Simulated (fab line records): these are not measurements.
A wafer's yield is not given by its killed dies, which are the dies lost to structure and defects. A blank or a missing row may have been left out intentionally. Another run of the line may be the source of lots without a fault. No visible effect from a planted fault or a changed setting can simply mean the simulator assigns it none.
Which of the tools did it?	flow n5Finfet	Sampling: 11 lots, 33 wafers, 4 of 1938 route steps

## WHAT THE GAUGES READ, wafer by wafer
N5_BEOL_M6_THK_MEAS_53: measures by xrf. Usual: M6_THK gives 81.4 nm (standard deviation 2.7).
lot	measured	on	M6_THK (nm)	flag
L613	day 9 00:23	filmMetro-02	78.4 77.5 78.6	
L614	day 9 01:40	filmMetro-02	79.5 80.1 82.0	
L615	day 9 05:04	filmMetro-01	78.2 78.4 78.2	
L617	day 9 21:35	filmMetro-01	78.6 77.2 77.3	
L619	day 10 11:04	filmMetro-01	84.1 80.7 83.8	
L620	day 10 17:50	filmMetro-01	78.1 82.0 79.0	
L626	day 13 06:11	filmMetro-02	84.6 85.0 87.0	
L628	day 13 09:54	filmMetro-01	82.3 79.5 80.3	
L630	day 13 12:29	filmMetro-02	84.3 85.4 79.2	
L632	day 14 15:37	filmMetro-02	85.0 80.6 81.6	
L635	day 14 19:17	filmMetro-01	85.1 83.2 84.7	

N5_BEOL_M7_OVL_MEAS_29. Usual: V6_OVL gives 0.3 nm (standard deviation 0.88).
lot	measured	on	V6_OVL (nm)	flag
L613	day 9 04:30	overlay-02	2.0 0.3 1.5	
L614	day 9 04:32	overlay-01	0.0 2.1 1.8	
L615	day 9 09:17	overlay-01	0.3 -0.8 -1.0	
L617	day 10 03:51	overlay-02	2.0 0.8 0.4	
L619	day 10 15:04	overlay-02	0.4 1.5 0.3	
L620	day 10 21:23	overlay-01	0.2 1.1 1.5	
L626	day 13 09:59	overlay-01	-1.2 0.1 -0.6	
L628	day 13 14:17	overlay-02	-0.6 -1.1 0.3	
L630	day 13 18:19	overlay-02	0.3 1.3 1.4	
L632	day 14 21:01	overlay-01	0.6 -0.4 0.0	
L635	day 14 22:48	overlay-01	-0.9 0.4 -1.4	

## WHICH TOOL RAN EACH LOT (tool, then ch and the chambers of the sampled wafers, then the start)
lot	N5_BEOL_M7_STRIP_19	N5_BEOL_M7_COAT_71
L613	rieDiel-06 ch 1,2,3, day 9 04:01	lithoTrack-03 ch 0, day 9 04:12
L614	rieDiel-06 ch 0,1,3, day 9 04:03	lithoTrack-04 ch 0, day 9 04:12
L615	rieDiel-06 ch 0,3, day 9 07:31	lithoTrack-04 ch 0, day 9 08:59
L617	rieDiel-06 ch 1,2, day 10 01:52	lithoTrack-04 ch 0, day 10 03:31
L619	rieDiel-01 ch 0,1,2, day 10 13:52	lithoTrack-02 ch 0, day 10 14:37
L620	rieDiel-06 ch 1,2,3, day 10 20:02	lithoTrack-03 ch 0, day 10 21:05
L626	rieDiel-01 ch 1,2,3, day 13 08:44	lithoTrack-04 ch 0, day 13 09:40
L628	rieDiel-01 ch 0,3, day 13 12:34	lithoTrack-04 ch 0, day 13 13:52
L630	rieDiel-02 ch 1,2, day 13 15:45	lithoTrack-02 ch 0, day 13 17:58
L632	rieDiel-01 ch 0,2, day 14 18:40	lithoTrack-02 ch 0, day 14 20:43
L635	rieDiel-01 ch 0,1,3, day 14 22:17	lithoTrack-02 ch 0, day 14 22:31
- N5_BEOL_M7_STRIP_19: strips in O2.
- N5_BEOL_M7_COAT_71: time 60 s, resist thk 5 nm.

## WHAT THE TOOLS THEMSELVES READ (means of the sampled wafers that have a number; where no wafer has one, the mark that the record gives instead)
N5_BEOL_M7_STRIP_19. Usual: drypumpMotorCurrentA 5.51 A, standard deviation 0.25; oesProductAu 0.80 a.u., standard deviation 0.089; rfVppV 3.7 V, standard deviation 0.59; showerheadPlenumPTorr 2.10 Torr, standard deviation 0.07; tempC 40.00 C, standard deviation 0.11; throttleValvePct 16.64 %, standard deviation 0.24.
lot	tool	drypumpMotorCurrentA (A)	oesProductAu (a.u.)	rfVppV (V)	showerheadPlenumPTorr (Torr)	tempC (C)	throttleValvePct (%)	flag
L613	rieDiel-06	5.54	0.75	3.9	2.16	39.87	16.58	
L614	rieDiel-06	5.66	0.74	3.8	2.12	40.03	16.68	
L615	rieDiel-06	5.85	0.79	3.6	2.17	39.91	16.51	
L617	rieDiel-06	5.34	0.69	3.4	2.10	39.98	16.78	
L619	rieDiel-01	5.53	0.79	3.7	2.11	39.94	16.74	
L620	rieDiel-06	5.53	0.74	3.4	2.15	40.09	16.60	
L626	rieDiel-01	5.46	0.90	3.3	2.14	39.99	16.66	
L628	rieDiel-01	5.33	0.76	3.4	2.04	39.97	16.88	
L630	rieDiel-02	5.77	0.80	3.6	2.08	40.05	16.47	
L632	rieDiel-01	5.63	0.86	3.4	2.09	40.02	16.79	
L635	rieDiel-01	5.35	0.81	3.2	2.09	39.99	16.72	

N5_BEOL_M7_COAT_71. Usual: dispensePressureKPa 51 kPa, standard deviation 3.6; spinSpeedRpm 1500.1 rpm, standard deviation 0.92.
lot	tool	dispensePressureKPa (kPa)	spinSpeedRpm (rpm)	flag
L613	lithoTrack-03	46	1500.2	
L614	lithoTrack-04	55	1499.4	
L615	lithoTrack-04	55	1501.0	
L617	lithoTrack-04	55	1500.5	
L619	lithoTrack-02	49	1500.5	
L620	lithoTrack-03	46	1499.6	
L626	lithoTrack-04	55	1633.9	OFF
L628	lithoTrack-04	55	1634.2	OFF
L630	lithoTrack-02	49	1501.2	
L632	lithoTrack-02	49	1499.5	
L635	lithoTrack-02	49	1500.3	

## THE ANSWER, worked out from the rows above alone
Rule: lot off if the mean of its wafers having a number is beyond 3 standard deviations from the usual mean. Also off: a lot with no number at a reading for which 4 or more lots have one. All remaining lots with rows at the step are treated as sound. Order of review: gauges by route order, followed by the tools' own readings, for which a lot's mean as printed above is used. The first step at which some lot is off is used, and at that step the reading that is off furthest; a lot without a number counts as furthest.
Off: L626, L628 (N5_BEOL_M7_COAT_71, spinSpeedRpm).
If a tool, at that step or one of the process steps before it, ran each lot that is off and ran no sound lot following the first of them, it fits. One candidate fits, namely lithoTrack-04 at N5_BEOL_M7_COAT_71. A fault onset in the window from L617 (day 10 03:31, its last sound lot) to L626 (day 13 09:40, its first lot off) fits.
On the lots that are off, the tool's own readings at N5_BEOL_M7_COAT_71 differ by more than 5 times the standard deviation of the sound lots' means, which bears it out; spinSpeedRpm reads 1634.1 rpm there versus 1500.2 rpm on the sound lots.

## WHAT HAD BEEN PUT IN BY THE SIMULATOR
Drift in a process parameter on lithoTrack-04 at N5_BEOL_M7_COAT_71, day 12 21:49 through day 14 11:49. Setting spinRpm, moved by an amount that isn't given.
Struck lots among those shown: L626, L628. The rule above found the same.
